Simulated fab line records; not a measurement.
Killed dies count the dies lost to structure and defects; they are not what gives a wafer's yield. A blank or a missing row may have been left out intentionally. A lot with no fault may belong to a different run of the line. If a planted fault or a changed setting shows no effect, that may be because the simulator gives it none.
Which tool did it? + flow n5_finfet + Sampling: 7 lots, 21 wafers, 6 of 1938 route steps

WHAT THE GAUGES SHOWED, per wafer
N5_BEOL_M0_SAQP_CD_MEAS_25 targets a cd of 13.1 nm.
| lot  | measured     | on        | cd_nm (nm)        |
|------|--------------|-----------|-------------------|
| L647 | day 6 05:08  | cd_sem-02 | 12.49 12.64 12.75 |
| L649 | day 6 19:32  | cd_sem-03 | - - -             |
| L657 | day 8 22:35  | cd_sem-03 | 13.01 12.54 12.73 |
| L659 | day 9 15:43  | cd_sem-02 | 13.04 13.22 12.99 |
| L662 | day 10 15:42 | cd_sem-01 | 12.84 13.17 13.39 |
| L664 | day 10 22:54 | cd_sem-01 | 12.99 13.01 12.75 |
| L667 | day 11 13:23 | cd_sem-01 | 12.99 12.96 12.65 |

EACH LOT AND THE TOOL THAT RAN IT (in order: tool; ch and the chambers of the sampled wafers; start)
| lot  | N5_BEOL_M0_SAQP_PECVD_00        | N5_BEOL_M0_SAQP_ILD_DEP_01      | N5_BEOL_M0_SAQP_ETCH_84            | N5_BEOL_M0_SAQP_HM_OPEN_112        | N5_BEOL_M0_SAQP_MANDREL_ETCH_20  |
|------|---------------------------------|---------------------------------|------------------------------------|------------------------------------|----------------------------------|
| L647 | pecvd-04 ch 1,2, day 6 01:57    | pecvd-04 ch 1,2, day 6 01:58    | rie_diel-06 ch 1,2,3, day 6 03:39  | rie_diel-06 ch 1,2,3, day 6 03:46  | rie_si-01 ch 0,3, day 6 03:50    |
| L649 | pecvd-03 ch 1,2, day 6 16:51    | pecvd-03 ch 1,2, day 6 16:53    | rie_diel-06 ch 0,1,2, day 6 18:03  | rie_diel-06 ch 0,1,2, day 6 18:10  | rie_si-03 ch 0,2, day 6 18:14    |
| L657 | pecvd-01 ch 0,1, day 8 18:27    | pecvd-01 ch 0,1, day 8 18:29    | rie_diel-03 ch 1,2, day 8 20:11    | rie_diel-03 ch 1,2, day 8 20:17    | rie_si-03 ch 0,2,3, day 8 20:23  |
| L659 | pecvd-01 ch 0,1, day 9 12:47    | pecvd-01 ch 0,1, day 9 12:49    | rie_diel-06 ch 0,1,2, day 9 14:13  | rie_diel-06 ch 0,1,2, day 9 14:20  | rie_si-06 ch 0,1, day 9 14:25    |
| L662 | pecvd-03 ch 0,1, day 10 10:31   | pecvd-03 ch 0,1, day 10 10:33   | rie_diel-06 ch 0,3, day 10 13:08   | rie_diel-06 ch 0,3, day 10 13:15   | rie_si-01 ch 0,3, day 10 13:20   |
| L664 | pecvd-03 ch 0,1,2, day 10 19:43 | pecvd-03 ch 0,1,2, day 10 19:44 | rie_diel-03 ch 0,1,3, day 10 21:19 | rie_diel-03 ch 0,1,3, day 10 21:26 | rie_si-01 ch 0,2,3, day 10 21:31 |
| L667 | pecvd-04 ch 0,1,2, day 11 10:05 | pecvd-04 ch 0,1,2, day 11 10:07 | rie_diel-02 ch 0,2,3, day 11 11:51 | rie_diel-02 ch 0,2,3, day 11 11:58 | rie_si-03 ch 0,2, day 11 12:02   |
- N5_BEOL_M0_SAQP_PECVD_00: deposits SiCN from 3MS/NH3, target thk 8 nm, time 14 s.
- N5_BEOL_M0_SAQP_ILD_DEP_01: deposits SiOC from DEMS/O2, target thk 45.419 nm, time 8.7 s.
- N5_BEOL_M0_SAQP_ETCH_84: etches SOC in N2/H2, target depth 100 nm, overetch 20 nm, time 150 s.
- N5_BEOL_M0_SAQP_HM_OPEN_112: chemistry CHF3/O2, target SiO2, stops on a-Si, target depth 12 nm, time 13.5 s.
- N5_BEOL_M0_SAQP_MANDREL_ETCH_20: etches a-Si in HBr/Cl2, stops on SiNx, target depth 60 nm, bt time 10 s, time 30 s.

THE ANSWER, worked out from the rows above alone
Rule: usual is defined by the lots themselves. The widest of any qualifying gaps counts: lots, ordered by their means at a reading, are off when they make up no more than a third of the lots, leave a main group of 4 or more, and stand apart from it by 3 or more times the standard deviation of that group's means. A main group is skipped when, at the precision printed for the reading in the tables above, its means are all equal. Also off: a lot with no number at a reading for which 4 or more lots have one. The other lots that the step has rows for count as sound.
Off: L649, at N5_BEOL_M0_SAQP_CD_MEAS_25 (cd_nm). Without a number there: L649. Mean 12.90 nm and standard deviation 0.17 in the main group.
If a tool, at a process step before that reading, ran all the lots that are off and no sound lot after the first of them, it fits. Gauges at N5_BEOL_M0_SAQP_CD_MEAS_25: tried the same way as those tools. Not one of the candidates tried fits.

WHAT THE SIMULATOR HAD INSERTED
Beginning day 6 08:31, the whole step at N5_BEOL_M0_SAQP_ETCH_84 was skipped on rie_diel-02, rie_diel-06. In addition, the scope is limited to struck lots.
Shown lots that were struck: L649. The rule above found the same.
